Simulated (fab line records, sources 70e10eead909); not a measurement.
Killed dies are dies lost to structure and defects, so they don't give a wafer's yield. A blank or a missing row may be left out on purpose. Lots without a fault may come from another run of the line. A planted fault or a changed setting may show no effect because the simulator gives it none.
Which tool did it? | flow nand_harc | 15 lots, 43 wafers sampled, at 5 steps of a route of 1302

WHAT THE GAUGES READ, wafer by wafer
NHARC_A_ONON_D1_THK_MEAS_21: measures by ellipsometry. Usual: thk_nm 996 nm, standard deviation 11.
lot  | measured     | on            | thk_nm (nm)    | flag
L781 | day 8 06:43  | film_metro-01 | 1006 1005 1005 |
L782 | day 8 18:23  | film_metro-02 | 1015 1017 1015 |
L783 | day 9 04:26  | film_metro-01 | 981 981 982    |
L784 | day 9 04:26  | film_metro-01 | 1014 1012 1013 |
L785 | day 9 15:05  | film_metro-02 | 985 988 985    |
L786 | day 10 06:49 | film_metro-01 | 991 992 992    |
L787 | day 10 06:47 | film_metro-02 | 990 989 992    |
L788 | day 10 22:04 | film_metro-02 | 996 996 997    |
L790 | day 11 17:25 | film_metro-01 | 1000 1000 1000 |
L796 | day 14 13:13 | film_metro-02 | 348 983        | OFF
L798 | day 15 00:08 | film_metro-01 | 346 983        | OFF
L799 | day 15 19:00 | film_metro-01 | 1010 375 1010  | OFF
L800 | day 16 02:24 | film_metro-02 | 1001 1002 1003 |
L801 | day 16 14:43 | film_metro-01 | 984 984 985    |
L804 | day 17 15:51 | film_metro-02 | 991 993 990    |

NHARC_END_SORT_01. Usual: killed_at_array 57, standard deviation 18; killed_at_other 0.9, standard deviation 1.3; killed_at_periphery 3.5, standard deviation 2.2; killed_dies 62, standard deviation 18; killed_open 3.0, standard deviation 1.7; killed_short 2.3, standard deviation 1.5.
lot  | measured     | on        | killed_at_array | killed_at_other | killed_at_periphery | killed_dies | killed_open | killed_short | flag
L796 | day 30 11:17 | prober-02 | 670 82          | 1 0             | 6 3                 | 677 85      | 5 5         | 4 3          | OFF
L798 | day 30 11:58 | prober-01 | 675 79          | 0 0             | 2 1                 | 677 80      | 3 3         | 0 4          | OFF
L799 | day 31 13:04 | prober-01 | 55 672 46       | 0 0 0           | 5 5 11              | 60 677 57   | 1 4 2       | 1 0 1        | OFF

WHICH TOOL RAN EACH LOT (tool, then ch and the chambers of the sampled wafers, then the start)
lot  | NHARC_P_BONDPAD_PRE_CLEAN_26            | NHARC_P_BONDPAD_PVD_27                  | NHARC_A_ONON_D1_DEP_19
L781 | pvd_sputter-02, day 8 06:16 or earlier  | pvd_sputter-02, day 8 06:16 or earlier  | pecvd_onon-04 ch 0, day 8 06:16
L782 | pvd_sputter-03, day 8 17:53 or earlier  | pvd_sputter-03, day 8 17:53 or earlier  | pecvd_onon-01 ch 0, day 8 17:53
L783 | pvd_sputter-02, day 9 03:56 or earlier  | pvd_sputter-02, day 9 03:56 or earlier  | pecvd_onon-04 ch 0, day 9 03:56
L784 | pvd_sputter-01, day 9 03:56 or earlier  | pvd_sputter-01, day 9 03:56 or earlier  | pecvd_onon-03 ch 0, day 9 03:56
L785 | pvd_sputter-01, day 9 14:45 or earlier  | pvd_sputter-01, day 9 14:45 or earlier  | pecvd_onon-03 ch 0, day 9 14:45
L786 | pvd_sputter-02, day 10 06:19 or earlier | pvd_sputter-02, day 10 06:19 or earlier | pecvd_onon-04 ch 0, day 10 06:19
L787 | pvd_sputter-02, day 10 06:24 or earlier | pvd_sputter-02, day 10 06:24 or earlier | pecvd_onon-03 ch 0, day 10 06:24
L788 | pvd_sputter-01, day 10 21:37 or earlier | pvd_sputter-01, day 10 21:37 or earlier | pecvd_onon-04 ch 0, day 10 21:37
L790 | pvd_sputter-03, day 11 16:58 or earlier | pvd_sputter-03, day 11 16:58 or earlier | pecvd_onon-04 ch 0, day 11 16:58
L796 | pvd_sputter-03, day 14 12:46 or earlier | pvd_sputter-03, day 14 12:46 or earlier | pecvd_onon-04 ch 0, day 14 12:46
L798 | pvd_sputter-02, day 14 23:44 or earlier | pvd_sputter-02, day 14 23:44 or earlier | pecvd_onon-04 ch 0, day 14 23:44
L799 | pvd_sputter-01, day 15 18:29 or earlier | pvd_sputter-01, day 15 18:29 or earlier | pecvd_onon-04 ch 0, day 15 18:29
L800 | pvd_sputter-01, day 16 01:53 or earlier | pvd_sputter-01, day 16 01:53 or earlier | pecvd_onon-01 ch 0, day 16 01:53
L801 | pvd_sputter-01, day 16 14:16 or earlier | pvd_sputter-01, day 16 14:16 or earlier | pecvd_onon-01 ch 0, day 16 14:16
L804 | pvd_sputter-01, day 17 15:21 or earlier | pvd_sputter-01, day 17 15:21 or earlier | pecvd_onon-03 ch 0, day 17 15:21
- NHARC_P_BONDPAD_PRE_CLEAN_26: time 30 s.
- NHARC_P_BONDPAD_PVD_27: deposits Cu, target thk 30 nm, time 20.49 s.
- NHARC_A_ONON_D1_DEP_19: target thk 1000 nm.

WHAT THE TOOLS THEMSELVES READ (means of the sampled wafers that have a number; where no wafer has one, the mark that the record gives instead)
NHARC_P_BONDPAD_PRE_CLEAN_26. Usual: heater_power_w 404 W, standard deviation 45.
lot  | tool           | heater_power_w (W) | flag
L781 | pvd_sputter-02 | 369                |
L782 | pvd_sputter-03 | 441                |
L783 | pvd_sputter-02 | 384                |
L784 | pvd_sputter-01 | 406                |
L785 | pvd_sputter-01 | 419                |
L786 | pvd_sputter-02 | 363                |
L787 | pvd_sputter-02 | 394                |
L788 | pvd_sputter-01 | 399                |
L790 | pvd_sputter-03 | 435                |
L796 | pvd_sputter-03 | 476                |
L798 | pvd_sputter-02 | 356                |
L799 | pvd_sputter-01 | 404                |
L800 | pvd_sputter-01 | 405                |
L801 | pvd_sputter-01 | 405                |
L804 | pvd_sputter-01 | 414                |

NHARC_P_BONDPAD_PVD_27. Usual: throttle_valve_pct 30.0 %, standard deviation 1.4.
lot  | tool           | throttle_valve_pct (%) | flag
L781 | pvd_sputter-02 | 30.6                   |
L782 | pvd_sputter-03 | 29.5                   |
L783 | pvd_sputter-02 | 29.0                   |
L784 | pvd_sputter-01 | 29.9                   |
L785 | pvd_sputter-01 | 30.1                   |
L786 | pvd_sputter-02 | 28.3                   |
L787 | pvd_sputter-02 | 29.9                   |
L788 | pvd_sputter-01 | 30.3                   |
L790 | pvd_sputter-03 | 28.8                   |
L796 | pvd_sputter-03 | 29.2                   |
L798 | pvd_sputter-02 | 29.6                   |
L799 | pvd_sputter-01 | 30.8                   |
L800 | pvd_sputter-01 | 30.6                   |
L801 | pvd_sputter-01 | 30.6                   |
L804 | pvd_sputter-01 | 30.4                   |

THE ANSWER, worked out from the rows above alone
Rule: a lot is off if the mean of its wafers that have a number lies more than 3 standard deviations from the usual mean. A lot without any number at a reading at which 4 lots or more have one is off too. The other lots that the step has rows for count as sound. The gauges are gone through in route order, then the tools' own readings, and for those a lot's mean is taken as printed above. The first step at which some lot is off is used, and at that step the reading that is off furthest; a lot without a number counts as furthest.
Off: L796, L798, L799, at NHARC_A_ONON_D1_THK_MEAS_21 (thk_nm).
A tool fits if, at a process step before that reading, it ran every lot that is off, and no sound lot after the first of them. The gauges at NHARC_A_ONON_D1_THK_MEAS_21 aren't tried: what is off there is off at NHARC_END_SORT_01 too, on other tools, and a gauge's error can't cause that. NHARC_P_BONDPAD_PRE_CLEAN_26 gives no start for some lots, so the hours and the order of its lots are those of NHARC_A_ONON_D1_DEP_19. NHARC_P_BONDPAD_PVD_27 gives no start for some lots, so the hours and the order of its lots are those of NHARC_A_ONON_D1_DEP_19. One fits: pecvd_onon-04 at NHARC_A_ONON_D1_DEP_19. Its last sound lot is L790 (day 11 16:58), its first lot that is off L796 (day 14 12:46): a fault that began between those two fits.

WHAT THE SIMULATOR HAD PUT IN
Process parameter drift: pecvd_onon-04, from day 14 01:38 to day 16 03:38, at NHARC_A_ONON_D1_DEP_19. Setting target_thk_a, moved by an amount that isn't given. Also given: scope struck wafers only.
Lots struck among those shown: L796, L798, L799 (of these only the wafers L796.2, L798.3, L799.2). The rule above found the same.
